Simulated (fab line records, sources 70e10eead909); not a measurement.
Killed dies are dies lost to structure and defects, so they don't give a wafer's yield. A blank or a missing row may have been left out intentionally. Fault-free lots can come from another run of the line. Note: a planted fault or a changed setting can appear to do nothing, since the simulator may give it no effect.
The tool behind it: which one? || flow nand-harc || 13 lots with 39 wafers sampled at 5 steps, on a route of 1159 steps

WHAT THE GAUGES READ, wafer by wafer
NHARC_P_BONDPAD_INSPECT_23. Usual: 320 for raw-defect-count, sd 100.
{"lot": "L766", "measured": "day 7 04:23", "on": "defect-inspect-02", "raw-defect-count": "162 328 178", "flag": ""}
{"lot": "L765", "measured": "day 7 05:19", "on": "defect-inspect-01", "raw-defect-count": "260 218 296", "flag": ""}
{"lot": "L767", "measured": "day 7 10:37", "on": "defect-inspect-02", "raw-defect-count": "349 343 294", "flag": ""}
{"lot": "L769", "measured": "day 7 19:01", "on": "defect-inspect-02", "raw-defect-count": "312 223 397", "flag": ""}
{"lot": "L770", "measured": "day 8 01:32", "on": "defect-inspect-02", "raw-defect-count": "459 404 248", "flag": ""}
{"lot": "L772", "measured": "day 8 11:28", "on": "defect-inspect-02", "raw-defect-count": "261 225 314", "flag": ""}
{"lot": "L773", "measured": "day 8 12:59", "on": "defect-inspect-01", "raw-defect-count": "316 298 243", "flag": ""}
{"lot": "L775", "measured": "day 9 17:53", "on": "defect-inspect-01", "raw-defect-count": "257 367 276", "flag": ""}
{"lot": "L776", "measured": "day 9 19:05", "on": "defect-inspect-02", "raw-defect-count": "213 242 318", "flag": ""}
{"lot": "L777", "measured": "day 9 20:12", "on": "defect-inspect-02", "raw-defect-count": "408 368 311", "flag": ""}
{"lot": "L779", "measured": "day 10 12:05", "on": "defect-inspect-01", "raw-defect-count": "312 246 305", "flag": ""}
{"lot": "L782", "measured": "day 11 03:53", "on": "defect-inspect-01", "raw-defect-count": "337 265 257", "flag": ""}
{"lot": "L785", "measured": "day 11 14:48", "on": "defect-inspect-01", "raw-defect-count": "322 318 528", "flag": ""}

NHARC_A_ONON_D1_THK_MEAS_21: measures by ellipsometry. Usual: 1004 nm for thk-nm, sd 8.5.
{"lot": "L766", "measured": "day 8 15:03", "on": "film-metro-01", "thk-nm (nm)": "992 994 991", "flag": ""}
{"lot": "L765", "measured": "day 8 15:04", "on": "film-metro-02", "thk-nm (nm)": "1003 1002 1003", "flag": ""}
{"lot": "L767", "measured": "day 8 21:02", "on": "film-metro-01", "thk-nm (nm)": "1011 1010 1010", "flag": ""}
{"lot": "L769", "measured": "day 9 08:54", "on": "film-metro-01", "thk-nm (nm)": "999 1001 998", "flag": ""}
{"lot": "L770", "measured": "day 9 22:50", "on": "film-metro-01", "thk-nm (nm)": "991 990 990", "flag": ""}
{"lot": "L772", "measured": "day 9 23:19", "on": "film-metro-01", "thk-nm (nm)": "1003 1003 1003", "flag": ""}
{"lot": "L773", "measured": "day 9 23:11", "on": "film-metro-01", "thk-nm (nm)": "997 998 999", "flag": ""}
{"lot": "L775", "measured": "day 11 04:16", "on": "film-metro-01", "thk-nm (nm)": "1015 1015 1014", "flag": ""}
{"lot": "L776", "measured": "day 11 03:57", "on": "film-metro-02", "thk-nm (nm)": "998 998 996", "flag": ""}
{"lot": "L777", "measured": "day 11 03:55", "on": "film-metro-02", "thk-nm (nm)": "993 992 993", "flag": ""}
{"lot": "L779", "measured": "day 11 22:46", "on": "film-metro-02", "thk-nm (nm)": "1010 1011 1011", "flag": ""}
{"lot": "L782", "measured": "day 12 14:26", "on": "film-metro-01", "thk-nm (nm)": "1875 1875 1875 1876 1876 1877", "flag": "OFF"}
{"lot": "L785", "measured": "day 13 00:48", "on": "film-metro-01", "thk-nm (nm)": "1872 1871 1872 1873 1875 1874", "flag": "OFF"}

NHARC_A_ONON_D1_THK_MEAS_24: measures by ellipsometry. Usual: 1002 nm for thk-nm, sd 8.4.
{"lot": "L766", "measured": "day 8 15:37", "on": "film-metro-01", "thk-nm (nm)": "995 995 996", "flag": ""}
{"lot": "L765", "measured": "day 8 15:40", "on": "film-metro-01", "thk-nm (nm)": "1004 1003 1003", "flag": ""}
{"lot": "L767", "measured": "day 8 21:36", "on": "film-metro-01", "thk-nm (nm)": "1016 1014 1017", "flag": ""}
{"lot": "L769", "measured": "day 9 09:28", "on": "film-metro-02", "thk-nm (nm)": "985 985 984", "flag": ""}
{"lot": "L770", "measured": "day 9 23:24", "on": "film-metro-02", "thk-nm (nm)": "1016 1017 1016", "flag": ""}
{"lot": "L772", "measured": "day 9 23:53", "on": "film-metro-01", "thk-nm (nm)": "997 997 997", "flag": ""}
{"lot": "L773", "measured": "day 9 23:45", "on": "film-metro-01", "thk-nm (nm)": "1000 999 1002", "flag": ""}
{"lot": "L775", "measured": "day 11 04:58", "on": "film-metro-02", "thk-nm (nm)": "1007 1008 1007", "flag": ""}
{"lot": "L776", "measured": "day 11 04:40", "on": "film-metro-02", "thk-nm (nm)": "997 996 995", "flag": ""}
{"lot": "L777", "measured": "day 11 04:38", "on": "film-metro-01", "thk-nm (nm)": "1023 1022 1024", "flag": ""}
{"lot": "L779", "measured": "day 11 23:20", "on": "film-metro-02", "thk-nm (nm)": "1007 1003 1005", "flag": ""}

TOOL THAT RAN EACH LOT (tool first, then ch and the chambers of the sampled wafers, then the start)
{"lot": "L766", "NHARC_P_BONDPAD_ACTIVATE_29": "rie-diel-13 ch 0,1, day 7 04:28", "NHARC_A_ONON_D1_DEP_19": "pecvd-onon-04 ch 0, day 8 14:43"}
{"lot": "L765", "NHARC_P_BONDPAD_ACTIVATE_29": "rie-diel-11 ch 0,2, day 7 05:23", "NHARC_A_ONON_D1_DEP_19": "pecvd-onon-01 ch 0, day 8 14:34"}
{"lot": "L767", "NHARC_P_BONDPAD_ACTIVATE_29": "rie-diel-11 ch 0,1,3, day 7 10:40", "NHARC_A_ONON_D1_DEP_19": "pecvd-onon-04 ch 0, day 8 20:31"}
{"lot": "L769", "NHARC_P_BONDPAD_ACTIVATE_29": "rie-diel-11 ch 0,1,3, day 7 19:05", "NHARC_A_ONON_D1_DEP_19": "pecvd-onon-04 ch 0, day 9 08:23"}
{"lot": "L770", "NHARC_P_BONDPAD_ACTIVATE_29": "rie-diel-11 ch 1,2, day 8 01:37", "NHARC_A_ONON_D1_DEP_19": "pecvd-onon-04 ch 0, day 9 22:20"}
{"lot": "L772", "NHARC_P_BONDPAD_ACTIVATE_29": "rie-diel-11 ch 0,1, day 8 11:32", "NHARC_A_ONON_D1_DEP_19": "pecvd-onon-01 ch 0, day 9 22:49"}
{"lot": "L773", "NHARC_P_BONDPAD_ACTIVATE_29": "rie-diel-11 ch 0,2,3, day 8 13:02", "NHARC_A_ONON_D1_DEP_19": "pecvd-onon-04 ch 0, day 9 22:41"}
{"lot": "L775", "NHARC_P_BONDPAD_ACTIVATE_29": "rie-diel-05 ch 0,1,2, day 9 17:58", "NHARC_A_ONON_D1_DEP_19": "pecvd-onon-01 ch 0, day 11 03:46"}
{"lot": "L776", "NHARC_P_BONDPAD_ACTIVATE_29": "rie-diel-13 ch 0,1,3, day 9 19:08", "NHARC_A_ONON_D1_DEP_19": "pecvd-onon-02 ch 0, day 11 03:26"}
{"lot": "L777", "NHARC_P_BONDPAD_ACTIVATE_29": "rie-diel-05 ch 1,2, day 9 20:17", "NHARC_A_ONON_D1_DEP_19": "pecvd-onon-01 ch 0, day 11 03:25"}
{"lot": "L779", "NHARC_P_BONDPAD_ACTIVATE_29": "rie-diel-11 ch 0,1,3, day 10 12:10", "NHARC_A_ONON_D1_DEP_19": "pecvd-onon-01 ch 0, day 11 22:16"}
{"lot": "L782", "NHARC_P_BONDPAD_ACTIVATE_29": "rie-diel-11 ch 0,1,3, day 11 03:56", "NHARC_A_ONON_D1_DEP_19": "pecvd-onon-01 ch 0, day 12 14:02"}
{"lot": "L785", "NHARC_P_BONDPAD_ACTIVATE_29": "rie-diel-11 ch 0,1,2, day 11 14:52", "NHARC_A_ONON_D1_DEP_19": "pecvd-onon-01 ch 0, day 13 00:17"}
- NHARC_P_BONDPAD_ACTIVATE_29: chemistry N2, time 60 s.
- NHARC_A_ONON_D1_DEP_19: target thk 1000 nm.

WHAT THE TOOLS THEMSELVES READ (means of the sampled wafers that have a number; where no wafer has one, the mark that the record gives instead)
NHARC_P_BONDPAD_ACTIVATE_29. Usual: drypump-motor-current-A 5.6 A, standard deviation 0.53; oes-product-au 1.002 a.u., standard deviation 0.0088; rf-vpp-V 64.3 V, standard deviation 0.9; showerhead-plenum-p-Torr 1.80 Torr, standard deviation 0.069.
{"lot": "L766", "tool": "rie-diel-13", "drypump-motor-current-A (A)": 6.0, "oes-product-au (a.u.)": 0.998, "rf-vpp-V (V)": 63.9, "showerhead-plenum-p-Torr (Torr)": 1.66, "flag": ""}
{"lot": "L765", "tool": "rie-diel-11", "drypump-motor-current-A (A)": 5.4, "oes-product-au (a.u.)": 1.005, "rf-vpp-V (V)": 64.5, "showerhead-plenum-p-Torr (Torr)": 1.83, "flag": ""}
{"lot": "L767", "tool": "rie-diel-11", "drypump-motor-current-A (A)": 5.8, "oes-product-au (a.u.)": 0.996, "rf-vpp-V (V)": 64.5, "showerhead-plenum-p-Torr (Torr)": 1.80, "flag": ""}
{"lot": "L769", "tool": "rie-diel-11", "drypump-motor-current-A (A)": 5.8, "oes-product-au (a.u.)": 0.992, "rf-vpp-V (V)": 63.2, "showerhead-plenum-p-Torr (Torr)": 1.80, "flag": ""}
{"lot": "L770", "tool": "rie-diel-11", "drypump-motor-current-A (A)": 5.0, "oes-product-au (a.u.)": 1.006, "rf-vpp-V (V)": 64.2, "showerhead-plenum-p-Torr (Torr)": 1.79, "flag": ""}
{"lot": "L772", "tool": "rie-diel-11", "drypump-motor-current-A (A)": 6.0, "oes-product-au (a.u.)": 0.993, "rf-vpp-V (V)": 64.1, "showerhead-plenum-p-Torr (Torr)": 1.79, "flag": ""}
{"lot": "L773", "tool": "rie-diel-11", "drypump-motor-current-A (A)": 5.7, "oes-product-au (a.u.)": 1.002, "rf-vpp-V (V)": 64.7, "showerhead-plenum-p-Torr (Torr)": 1.84, "flag": ""}
{"lot": "L775", "tool": "rie-diel-05", "drypump-motor-current-A (A)": 5.9, "oes-product-au (a.u.)": 0.998, "rf-vpp-V (V)": 65.2, "showerhead-plenum-p-Torr (Torr)": 1.83, "flag": ""}
{"lot": "L776", "tool": "rie-diel-13", "drypump-motor-current-A (A)": 5.8, "oes-product-au (a.u.)": 0.994, "rf-vpp-V (V)": 64.5, "showerhead-plenum-p-Torr (Torr)": 1.68, "flag": ""}
{"lot": "L777", "tool": "rie-diel-05", "drypump-motor-current-A (A)": 5.9, "oes-product-au (a.u.)": 1.007, "rf-vpp-V (V)": 64.0, "showerhead-plenum-p-Torr (Torr)": 1.85, "flag": ""}
{"lot": "L779", "tool": "rie-diel-11", "drypump-motor-current-A (A)": 5.8, "oes-product-au (a.u.)": 1.008, "rf-vpp-V (V)": 64.2, "showerhead-plenum-p-Torr (Torr)": 1.80, "flag": ""}
{"lot": "L782", "tool": "rie-diel-11", "drypump-motor-current-A (A)": 5.8, "oes-product-au (a.u.)": 1.001, "rf-vpp-V (V)": 64.3, "showerhead-plenum-p-Torr (Torr)": 1.80, "flag": ""}
{"lot": "L785", "tool": "rie-diel-11", "drypump-motor-current-A (A)": 5.5, "oes-product-au (a.u.)": 1.001, "rf-vpp-V (V)": 64.1, "showerhead-plenum-p-Torr (Torr)": 1.79, "flag": ""}

THE ANSWER, worked out from the rows above alone
Rule: lot off if the mean of its wafers having a number is beyond 3 standard deviations from the usual mean. A lot without any number at a reading at which 4 lots or more have one is off too. The other lots that the step has rows for count as sound. Order of review: gauges by route order, followed by the tools' own readings, for which a lot's mean as printed above is used. The first step at which some lot is off is used, and at that step the reading that is off furthest; a lot without a number counts as furthest.
Off, at NHARC_A_ONON_D1_THK_MEAS_21 on thk-nm: L782, L785.
A tool fits if, at a process step before that reading, it ran every lot that is off, and no sound lot after the first of them. Gauges at NHARC_A_ONON_D1_THK_MEAS_21: tried the same way as those tools. Can't be told from this: 3 tools fit, rie-diel-11 at NHARC_P_BONDPAD_ACTIVATE_29, pecvd-onon-01 at NHARC_A_ONON_D1_DEP_19, film-metro-01 at NHARC_A_ONON_D1_THK_MEAS_21.

WHAT HAD BEEN PUT IN BY THE SIMULATOR
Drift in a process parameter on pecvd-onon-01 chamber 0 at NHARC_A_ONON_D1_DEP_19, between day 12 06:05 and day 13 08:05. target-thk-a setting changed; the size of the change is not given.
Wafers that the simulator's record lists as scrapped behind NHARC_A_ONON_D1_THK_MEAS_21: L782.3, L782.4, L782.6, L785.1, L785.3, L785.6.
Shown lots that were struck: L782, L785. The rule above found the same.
